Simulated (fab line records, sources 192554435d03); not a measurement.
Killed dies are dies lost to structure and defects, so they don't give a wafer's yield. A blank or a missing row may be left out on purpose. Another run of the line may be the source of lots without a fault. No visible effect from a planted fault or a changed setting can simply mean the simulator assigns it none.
fab line records + flow n5Finfet
record
- lots=11
- wafers=33
- lastDay=17
route steps=1938 shown BEOL_M10@1529 BEOL_M11@1551 PASSIVATION@1936
lots untouched by any fault: they come from a run of this same line in which no faults occurred
startH: the number of hours between the record's first day and the start of the first shown wafer of the lot + waitH: hours elapsed since this lot's preceding step + " identical to the entry in the row above + L1.1+2: several wafers, shown together as one row + - no value, or no start was given + * or withheld: withheld + < > ~ a bound
route shown NAME@n: names a module that has steps shown in the file, with the first one's number in the route + usual: mean/standard deviation of fault-free wafers + same: alike in all rows + chamber/n: place in a boat + sites: each site's reading + _std_site: how widely they spread, as a standard deviation + _edge_site: inner sites' mean taken away from outer sites' mean + radiusMm: how far each site lies from the wafer's centre + mask NAME#n: copy n + behind: the most recent tool/chamber to have shaped the wafer + hold: what put the lot on hold/how long, in hours/how the hold closed + device: whichever transistor did not switch (one of n, p or np) + end of line: the tests these same wafers got at the end of their route + step lacking rows: just its recipe + killed: count of dies lost to structure and defects at first sort (not the wafer's yield) + map: a wafer's dies, marking killed ones x, the rest . and places with no die _
set.NAME: setting as actually run; set.NAME@STEP: the setting as run at that earlier step + model.NAME: the simulator's own value behind a step, which no gauge read
a sample of lots followed through the steps of the route, with each step as a table and each wafer as a row
services: when a tool's chamber went out of use (startH, in hours from the record's first day, below 0 if earlier), for how many hours, and the reason
## steps
# step N5_BEOL_M10_ANNEAL_51
# recipe
- tempC=225
- timeS=90
- ambient=N2
# usual
- annealTempCMax=225.97/0.21
- wafer_temp_C_max=225.9/0.3
| lot.wafer | tool         | chamber | startH | waitH | annealTempCMax | wafer_temp_C_max |
|-----------|--------------|---------|--------|-------|----------------|------------------|
| L646.3    | rtpAnneal-01 | 0       | 239.79 | 0.1   | 226.37         | 225.4            |
| L646.5    | "            | 0       | "      | "     | 226.27         | 225.5            |
| L646.6    | "            | 0       | "      | "     | 225.83         | 225.9            |
| L644.2    | rtpAnneal-01 | 0       | 240.18 | 0.1   | 226.53         | 225.7            |
| L644.5    | "            | 0       | "      | "     | 225.65         | 225.5            |
| L644.6    | "            | 0       | "      | "     | 226.00         | 225.7            |
| L645.3    | rtpAnneal-01 | 0       | 240.53 | 0.1   | 226.23         | 225.6            |
| L645.4    | "            | 0       | "      | "     | 226.13         | 226.3            |
| L645.5    | "            | 0       | "      | "     | 226.15         | 225.8            |
| L651.1    | rtpAnneal-01 | 0       | 275.67 | 0.1   | 226.24         | 225.7            |
| L651.4    | "            | 0       | "      | "     | 225.92         | 225.7            |
| L651.5    | "            | 0       | "      | "     | 225.97         | 225.6            |
| L652.1    | rtpAnneal-01 | 0       | 277.39 | 0.1   | 226.35         | 225.5            |
| L652.4    | "            | 0       | "      | "     | 225.96         | 225.5            |
| L652.6    | "            | 0       | "      | "     | 226.10         | 225.3            |
| L653.1    | rtpAnneal-01 | 0       | 285.51 | 0.1   | 226.08         | 225.9            |
| L653.3    | "            | 0       | "      | "     | 225.72         | 225.9            |
| L653.4    | "            | 0       | "      | "     | 225.83         | 225.9            |
| L654.3    | rtpAnneal-01 | 0       | 295.55 | 0.1   | 225.77         | 225.7            |
| L654.5    | "            | 0       | "      | "     | 225.91         | 225.7            |
| L654.6    | "            | 0       | "      | "     | 225.67         | 225.8            |
| L657.1    | rtpAnneal-01 | 0       | 317.44 | 0.7   | 225.84         | 225.8            |
| L657.2    | "            | 0       | "      | "     | 225.98         | 226.3            |
| L657.4    | "            | 0       | "      | "     | 225.82         | 225.9            |
| L662.4    | rtpAnneal-01 | 0       | 342.50 | 0.5   | 226.25         | 225.8            |
| L662.5    | "            | 0       | "      | "     | 226.13         | 225.9            |
| L662.6    | "            | 0       | "      | "     | 225.89         | 226.0            |
| L665.3    | rtpAnneal-02 | 0       | 364.82 | 0.1   | 226.22         | 226.5            |
| L665.5    | "            | 0       | "      | "     | 226.10         | 226.3            |
| L665.6    | "            | 0       | "      | "     | 226.08         | 226.5            |
| L666.1    | rtpAnneal-02 | 0       | 374.36 | 0.2   | 225.81         | 226.6            |
| L666.3    | "            | 0       | "      | "     | 225.68         | 226.1            |
| L666.5    | "            | 0       | "      | "     | 226.11         | 225.7            |
# step N5_BEOL_M11_INSPECT_13
# recipe
- mode=adi
- inspectInstrument=brightfield
# usual
- rawDefectCount=425/92
| lot.wafer | tool             | chamber | startH | waitH | rawDefectCount |
|-----------|------------------|---------|--------|-------|----------------|
| L646.3    | defectInspect-01 | -       | 242.46 | 0.0   | 484            |
| L646.5    | "                | -       | "      | "     | 595            |
| L646.6    | "                | -       | "      | "     | 616            |
| L644.2    | defectInspect-01 | -       | 242.72 | 0.0   | 461            |
| L644.5    | "                | -       | "      | "     | 403            |
| L644.6    | "                | -       | "      | "     | 519            |
| L645.3    | defectInspect-01 | -       | 243.40 | 0.0   | 317            |
| L645.4    | "                | -       | "      | "     | 290            |
| L645.5    | "                | -       | "      | "     | 280            |
| L651.1    | defectInspect-01 | -       | 279.00 | 0.0   | 392            |
| L651.4    | "                | -       | "      | "     | 393            |
| L651.5    | "                | -       | "      | "     | 431            |
| L652.1    | defectInspect-02 | -       | 280.34 | 0.0   | 292            |
| L652.4    | "                | -       | "      | "     | 365            |
| L652.6    | "                | -       | "      | "     | 278            |
| L653.1    | defectInspect-01 | -       | 287.69 | 0.0   | 289            |
| L653.3    | "                | -       | "      | "     | 328            |
| L653.4    | "                | -       | "      | "     | 240            |
| L654.3    | defectInspect-02 | -       | 299.16 | 0.0   | 441            |
| L654.5    | "                | -       | "      | "     | 272            |
| L654.6    | "                | -       | "      | "     | 450            |
| L657.1    | defectInspect-02 | -       | 320.66 | 0.0   | 506            |
| L657.2    | "                | -       | "      | "     | 509            |
| L657.4    | "                | -       | "      | "     | 541            |
| L662.4    | defectInspect-02 | -       | 344.86 | 0.0   | 561            |
| L662.5    | "                | -       | "      | "     | 350            |
| L662.6    | "                | -       | "      | "     | 398            |
| L665.3    | defectInspect-02 | -       | 369.81 | 0.0   | 374            |
| L665.5    | "                | -       | "      | "     | 321            |
| L665.6    | "                | -       | "      | "     | 547            |
| L666.1    | defectInspect-02 | -       | 378.07 | 0.0   | 578            |
| L666.3    | "                | -       | "      | "     | 491            |
| L666.5    | "                | -       | "      | "     | 391            |
# step N5_BEOL_M11_PEB_26
# recipe
- pebTempC=withheld
- pebTimeS=60
- resist=CAR-ArF
| lot.wafer  | tool          | chamber | startH | waitH |
|------------|---------------|---------|--------|-------|
| L646.3+5+6 | lithoTrack-03 | 0       | 243.35 | 0.0   |
| L644.2+5+6 | lithoTrack-05 | 0       | 243.73 | 0.1   |
| L645.3+4+5 | lithoTrack-03 | 0       | 244.26 | 0.0   |
| L651.1+4+5 | lithoTrack-04 | 0       | 280.02 | 0.1   |
| L652.1+4+6 | lithoTrack-04 | 0       | 281.37 | 0.1   |
| L653.1+3+4 | lithoTrack-05 | 0       | 290.64 | 0.1   |
| L654.3+5+6 | lithoTrack-04 | 0       | 300.04 | 0.0   |
| L657.1+2+4 | lithoTrack-04 | 0       | 323.34 | 0.1   |
| L662.4+5+6 | lithoTrack-03 | 0       | 345.75 | 0.0   |
| L665.3+5+6 | lithoTrack-05 | 0       | 370.69 | 0.0   |
| L666.1+3+5 | lithoTrack-05 | 0       | 380.28 | 0.1   |
# step N5_BEOL_M11_CD_MEAS_28
# recipe
- targetCdNm=70
- landingEnergyEv=500
- detector=seInlens
- polarity=opening
# usual
- cdNm=70.3/0.91
| lot.wafer | tool     | chamber | startH | waitH | cdNm |
|-----------|----------|---------|--------|-------|------|
| L646.3    | cdSem-01 | 0       | 243.42 | -     | 69.5 |
| L646.5    | "        | 0       | "      | "     | 71.0 |
| L646.6    | "        | 0       | "      | "     | 69.5 |
| L644.2    | cdSem-01 | 0       | 243.79 | -     | 70.0 |
| L644.5    | "        | 0       | "      | "     | 67.4 |
| L644.6    | "        | 0       | "      | "     | 70.2 |
| L645.3    | cdSem-03 | 0       | 244.33 | -     | 72.2 |
| L645.4    | "        | 0       | "      | "     | 70.9 |
| L645.5    | "        | 0       | "      | "     | 71.2 |
| L651.1    | cdSem-01 | 0       | 280.08 | -     | 70.3 |
| L651.4    | "        | 0       | "      | "     | 70.1 |
| L651.5    | "        | 0       | "      | "     | 70.9 |
| L652.1    | cdSem-03 | 0       | 281.44 | -     | 70.7 |
| L652.4    | "        | 0       | "      | "     | 70.2 |
| L652.6    | "        | 0       | "      | "     | 70.5 |
| L653.1    | cdSem-03 | 0       | 290.71 | -     | 70.2 |
| L653.3    | "        | 0       | "      | "     | 70.8 |
| L653.4    | "        | 0       | "      | "     | 70.4 |
| L654.3    | cdSem-02 | 0       | 300.11 | -     | 71.3 |
| L654.5    | "        | 0       | "      | "     | 70.3 |
| L654.6    | "        | 0       | "      | "     | 70.4 |
| L657.1    | cdSem-01 | 0       | 323.41 | -     | 70.5 |
| L657.2    | "        | 0       | "      | "     | 70.0 |
| L657.4    | "        | 0       | "      | "     | 70.8 |
| L662.4    | cdSem-03 | 0       | 345.81 | -     | 63.9 |
| L662.5    | "        | 0       | "      | "     | 70.5 |
| L662.6    | "        | 0       | "      | "     | 64.4 |
| L665.3    | cdSem-02 | 0       | 370.76 | -     | 69.9 |
| L665.5    | "        | 0       | "      | "     | 69.2 |
| L665.6    | "        | 0       | "      | "     | 69.2 |
| L666.1    | cdSem-01 | 0       | 380.35 | -     | 69.8 |
| L666.3    | "        | 0       | "      | "     | 70.3 |
| L666.5    | "        | 0       | "      | "     | 69.5 |
# step N5_BEOL_M11_ETCH_66
# recipe
- chemistry=N2/H2
- target=SOC
- targetDepthA=1200
- overetchA=240
- maskMaterial=SiARC
- tempC=40
- timeS=180
- ionEnergyEv=200
- pressureMtorr=30
- sourceW=840
- biasW=150
- n2FlowSccm=200
- h2FlowSccm=200
# usual
- drypumpMotorCurrentA=5.8/0.38
- h2FlowSccm=200.0/0.62
- oesProductAu=0.64/0.076
- rfVppV=523/3.1
- showerheadPlenumPTorr=2.52/0.1
- tempC=39.98/0.11
- throttleValvePct=17.9/0.32
| lot.wafer | tool       | chamber | startH | waitH | drypumpMotorCurrentA | h2FlowSccm | oesProductAu | rfHoursCounterH | rfVppV | showerheadPlenumPTorr | tempC | throttleValvePct |
|-----------|------------|---------|--------|-------|----------------------|------------|--------------|-----------------|--------|-----------------------|-------|------------------|
| L646.3    | rieDiel-06 | 3       | 243.77 | 0.0   | 6.2                  | 200.4      | 0.59         | 179             | 522    | 2.53                  | 39.77 | 18.3             |
| L646.5    | "          | 0       | "      | "     | 5.7                  | 199.6      | 0.60         | -               | 524    | 2.54                  | 40.01 | 18.2             |
| L646.6    | "          | 1       | "      | "     | 5.2                  | 200.6      | 0.56         | -               | 523    | 2.49                  | 39.93 | 17.7             |
| L644.2    | rieDiel-01 | 0       | 244.01 | 0.0   | 6.2                  | 200.1      | 0.56         | 228             | 520    | 2.40                  | 39.85 | 18.1             |
| L644.5    | "          | 0       | "      | "     | 6.2                  | 199.5      | 0.57         | -               | 520    | 2.40                  | 39.95 | 18.1             |
| L644.6    | "          | 3       | "      | "     | 5.6                  | 199.4      | 0.57         | -               | 527    | 2.62                  | 39.96 | 18.0             |
| L645.3    | rieDiel-06 | 0       | 244.50 | 0.0   | 5.6                  | 200.7      | 0.60         | 177             | 523    | 2.54                  | 40.14 | 18.2             |
| L645.4    | "          | 3       | "      | "     | 6.2                  | 200.4      | 0.58         | 179             | 526    | 2.53                  | 39.98 | 18.3             |
| L645.5    | "          | 2       | "      | "     | 5.7                  | 200.3      | 0.63         | -               | 518    | 2.34                  | 40.02 | 18.0             |
| L651.1    | rieDiel-05 | 1       | 280.26 | 0.0   | 6.0                  | 199.4      | 0.58         | 197             | 523    | 2.52                  | 40.09 | 17.6             |
| L651.4    | "          | 3       | "      | "     | 6.1                  | 200.2      | 0.54         | 244             | 525    | 2.62                  | 40.02 | 18.1             |
| L651.5    | "          | 2       | "      | "     | 6.2                  | 200.0      | 0.77         | -               | 529    | 2.70                  | 39.95 | 17.1             |
| L652.1    | rieDiel-05 | 0       | 281.62 | 0.0   | 6.5                  | 199.5      | 0.71         | 24              | 527    | 2.72                  | 39.96 | 18.1             |
| L652.4    | "          | 3       | "      | "     | 6.2                  | 200.3      | 0.55         | 244             | 526    | 2.62                  | 40.02 | 18.1             |
| L652.6    | "          | 1       | "      | "     | 6.1                  | 201.9      | 0.59         | -               | 524    | 2.52                  | 40.03 | 17.7             |
| L653.1    | rieDiel-01 | 1       | 290.88 | 0.0   | 6.1                  | 199.7      | 0.57         | 246             | 522    | 2.49                  | 40.12 | 18.1             |
| L653.3    | "          | 0       | "      | "     | 6.2                  | 200.4      | 0.56         | 243             | 520    | 2.40                  | 39.99 | 18.1             |
| L653.4    | "          | 2       | "      | "     | 5.2                  | 200.5      | 0.70         | 40              | 522    | 2.47                  | 39.79 | 17.7             |
| L654.3    | rieDiel-01 | 2       | 300.29 | 0.0   | 5.2                  | 200.2      | 0.69         | 43              | 523    | 2.47                  | 40.05 | 17.7             |
| L654.5    | "          | 2       | "      | "     | 5.3                  | 200.2      | 0.69         | -               | 524    | 2.47                  | 40.23 | 17.7             |
| L654.6    | "          | 1       | "      | "     | 6.1                  | 201.0      | 0.56         | -               | 523    | 2.49                  | 40.22 | 18.1             |
| L657.1    | rieDiel-06 | 3       | 323.98 | 0.0   | 6.2                  | 199.6      | 0.57         | 204             | 525    | 2.52                  | 39.82 | 18.4             |
| L657.2    | "          | 0       | "      | "     | 5.6                  | 200.2      | 0.58         | 203             | 522    | 2.53                  | 39.99 | 18.2             |
| L657.4    | "          | 2       | "      | "     | 5.7                  | 200.3      | 0.61         | 176             | 519    | 2.34                  | 40.05 | 18.0             |
| L662.4    | rieDiel-06 | 2       | 345.98 | 0.0   | 5.6                  | 199.9      | 0.61         | 182             | 519    | 2.33                  | 39.91 | 18.0             |
| L662.5    | "          | 2       | "      | "     | 5.6                  | 199.9      | 0.61         | -               | 517    | 2.33                  | 39.74 | 18.0             |
| L662.6    | "          | 1       | "      | "     | 5.2                  | 198.9      | 0.72         | -               | 523    | 2.48                  | 40.00 | 17.3             |
| L665.3    | rieDiel-01 | 0       | 370.93 | 0.0   | 6.2                  | 201.1      | 0.74         | 6               | 531    | 2.71                  | 39.99 | 17.6             |
| L665.5    | "          | 0       | "      | "     | 6.2                  | 200.3      | 0.75         | -               | 529    | 2.71                  | 40.01 | 17.6             |
| L665.6    | "          | 1       | "      | "     | 6.1                  | 200.0      | 0.73         | -               | 524    | 2.48                  | 39.90 | 17.7             |
| L666.1    | rieDiel-05 | 0       | 380.52 | 0.0   | 6.4                  | 199.9      | 0.68         | 56              | 529    | 2.70                  | 39.86 | 18.1             |
| L666.3    | "          | 1       | "      | "     | 6.1                  | 199.8      | 0.56         | 229             | 523    | 2.50                  | 40.09 | 17.7             |
| L666.5    | "          | 2       | "      | "     | 6.2                  | 200.1      | 0.70         | -               | 529    | 2.69                  | 40.02 | 17.2             |
# step N5_PASSIVATION_PROBE_49
# usual
- defectLimitedYield=91.4/1.5
- killed_at_M0_to_M3=32/9.8
- killed_at_M4_up=15/5.6
- killedAtContacts=12/5.4
- killedAtFrontEnd=40/13
- killedAtOther=3.0/2.1
- killedDies=102/17
- killedOpen=67/13
- killedShort=32/7.1
- sort_bin_5_function=5.1/0.96
- sort_bin_6_memory=3.2/0.7
- sort_bin_8_speed=0.0/0.3
- sortNPass=1078/18
- sortYieldPct=91.3/1.5
# same
- grossDies=1180
- killedAtBackSide=0
- sort_bin_4_leakage[%]=0
| lot.wafer | tool      | chamber | startH | waitH | defectLimitedYield[%] | killed_at_M0_to_M3 | killed_at_M4_up | killedAtContacts | killedAtFrontEnd | killedAtOther | killedDies | killedOpen | killedShort | sort_bin_5_function[%] | sort_bin_6_memory[%] | sort_bin_8_speed[%] | sortNPass | sortYieldPct[%] |
|-----------|-----------|---------|--------|-------|-----------------------|--------------------|-----------------|------------------|------------------|---------------|------------|------------|-------------|------------------------|----------------------|---------------------|-----------|-----------------|
| L654.3    | prober-02 | -       | 352.50 | 0.1   | 91.9                  | 11                 | 13              | 27               | 44               | 0             | 95         | 62         | 25          | 3.8                    | 3.6                  | 0                   | 1085      | 91.9            |
| L654.5    | prober-02 | -       | 352.60 | 0.2   | 92.8                  | 26                 | 13              | 11               | 32               | 3             | 85         | 54         | 30          | 4.7                    | 2.3                  | 0                   | 1095      | 92.8            |
| L654.6    | prober-02 | -       | 352.65 | 0.3   | 93.7                  | 18                 | 15              | 15               | 25               | 1             | 74         | 41         | 31          | 3.5                    | 2.5                  | 0                   | 1106      | 93.7            |
| L657.1    | prober-01 | -       | 375.71 | 0.0   | 91.5                  | 41                 | 11              | 6                | 40               | 2             | 100        | 61         | 39          | 5.6                    | 2.5                  | 0                   | 1080      | 91.5            |
| L657.2    | prober-01 | -       | 375.76 | 0.1   | 90.8                  | 39                 | 13              | 7                | 49               | 0             | 108        | 65         | 40          | 5.8                    | 3.3                  | 0                   | 1072      | 90.8            |
| L657.4    | prober-01 | -       | 375.86 | 0.2   | 92.9                  | 26                 | 16              | 3                | 35               | 4             | 84         | 55         | 23          | 3.7                    | 3.0                  | 0                   | 1096      | 92.9            |
| L662.4    | prober-01 | -       | 394.28 | 0.2   | 89.6                  | 27                 | 9               | 9                | 76               | 2             | 123        | 87         | 32          | 5.8                    | 4.2                  | 0                   | 1057      | 89.6            |
# killed by level:class
L654.3 MOL_CONTACT_COAG:geometricParticle:open=22 BEOL_M5:geometricParticle:open=8 HKMG_FIN:areaEtch=6 FIN_SAQP:geometricParticle:short=5 STI_FIN_REVEAL:geometricParticle:open=5 STARTING-WAFER:geometricParticle:open=5 GATE_CUT:geometricParticle:short=4 MOL_CONTACT_COAG:geometricParticle:short=4
L654.5 BEOL_M0_SAQP:geometricParticle:short=12 MOL_CONTACT_COAG:geometricParticle:open=8 STI_FIN_REVEAL:geometricParticle:open=7 GATE_CUT:geometricParticle:open=7 GATE_CUT:geometricParticle:short=6 STARTING-WAFER:geometricParticle:open=5 BEOL_M0_SAQP:geometricParticle:open=4 BEOL_M8:geometricParticle:open=3
L654.6 MOL_CONTACT_COAG:geometricParticle:open=11 GATE_CUT:geometricParticle:short=7 FIN_SAQP:geometricParticle:short=5 BEOL_M1:geometricParticle:open=5 BEOL_M0_SAQP:geometricParticle:short=5 MOL_CONTACT_COAG:geometricParticle:short=4 BEOL_M4:geometricParticle:open=4 BEOL_M5:geometricParticle:open=4
L657.1 BEOL_M0_SAQP:geometricParticle:short=10 BEOL_M0_SAQP:geometricParticle:open=9 DUMMY_GATE:geometricParticle:open=8 FIN_SAQP:geometricParticle:short=6 BEOL_M3:geometricParticle:open=6 GATE_CUT:geometricParticle:short=5 BEOL_M1:geometricParticle:open=5 STARTING-WAFER:geometricParticle:open=4
L657.2 BEOL_M3:geometricParticle:open=12 FIN_SAQP:geometricParticle:short=10 BEOL_M0_SAQP:geometricParticle:open=9 FIN_SAQP:geometricParticle:open=7 STI_FIN_REVEAL:geometricParticle:open=7 MOL_CONTACT_COAG:geometricParticle:open=7 BEOL_M0_SAQP:geometricParticle:short=7 GATE_CUT:geometricParticle:short=5
L657.4 DUMMY_GATE:geometricParticle:open=10 BEOL_M1:geometricParticle:open=8 BEOL_M0_SAQP:geometricParticle:open=6 BEOL_M4:geometricParticle:open=6 FIN_SAQP:geometricParticle:short=5 GATE_CUT:geometricParticle:short=5 BEOL_M3:geometricParticle:open=5 HKMG_FIN:areaEtch=4
L662.4 FIN_SAQP:geometricParticle:open=29 STI_FIN_REVEAL:geometricParticle:open=17 BEOL_M1:geometricParticle:open=9 GATE_CUT:geometricParticle:short=7 BEOL_M2:geometricParticle:open=5 MOL_CONTACT_COAG:geometricParticle:open=5 STI_FIN_REVEAL:geometricParticle:short=4 MOL_CONTACT_COAG:geometricParticle:short=4
## services
| tool          | chamber | startH | hours | kind                         |
|---------------|---------|--------|-------|------------------------------|
| rieDiel-05    | 1       | 244.64 | 5.5   | repair                       |
| rieDiel-01    | 0       | 249.43 | 3.8   | repair                       |
| rieDiel-06    | 1       | 259.30 | -     | clean                        |
| rieDiel-06    | 1       | 259.30 | -     | consumableReplace:focusRing  |
| rieDiel-06    | 1       | 259.30 | 16.3  | scheduledDown                |
| rieDiel-06    | 1       | 259.30 | 16.3  | ventCycle                    |
| rieDiel-01    | 2       | 265.90 | 16.8  | repair                       |
| lithoTrack-04 | -       | 281.80 | -     | consumableReplace:filter     |
| rieDiel-01    | 1       | 303.50 | -     | clean                        |
| rieDiel-01    | 1       | 303.50 | -     | consumableReplace:focusRing  |
| rieDiel-01    | 1       | 303.50 | 23.9  | scheduledDown                |
| rieDiel-01    | 1       | 303.50 | 23.9  | ventCycle                    |
| rieDiel-01    | 0       | 327.72 | -     | clean                        |
| rieDiel-01    | 0       | 327.72 | -     | consumableReplace:focusRing  |
| rieDiel-01    | 0       | 327.72 | -     | consumableReplace:showerhead |
| rieDiel-01    | 0       | 327.72 | 23.3  | scheduledDown                |
| rieDiel-01    | 0       | 327.72 | 23.3  | ventCycle                    |
| rtpAnneal-02  | -       | 350.01 | 2.3   | pm                           |
| rieDiel-01    | 3       | 354.42 | -     | clean                        |
| rieDiel-01    | 3       | 354.42 | -     | consumableReplace:focusRing  |
| rieDiel-01    | 3       | 354.42 | 17.7  | scheduledDown                |
| rieDiel-01    | 3       | 354.42 | 17.7  | ventCycle                    |
| rieDiel-05    | -       | 370.65 | 0.8   | repair                       |
| rieDiel-06    | 2       | 372.79 | 4.4   | repair                       |
## key
firstSign
- step=N5_BEOL_M11_CD_MEAS_28
- reading=cdNm
- direction=down
- sigmas=6.7
- usual=70.3
- struck=64.2
effect none on later readings
metAt N5_BEOL_M11_PEB_26
struckLots L662
struckWafers L662.4,L662.6
notActingAt N5_BEOL_M10_ANNEAL_51,N5_BEOL_M11_INSPECT_13,N5_BEOL_M11_ETCH_66
onsetBetween 244.26 345.75
fault
- kind=processParameterDrift
- tool=lithoTrack-03
- chamber=-
- onsetH=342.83
- steps=N5_BEOL_M11_PEB_26
- channel=pebTimeS
- offset=*
- shape=step
- endH=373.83
- scope=struckWafersOnly
- actsIn=*
- stated=*
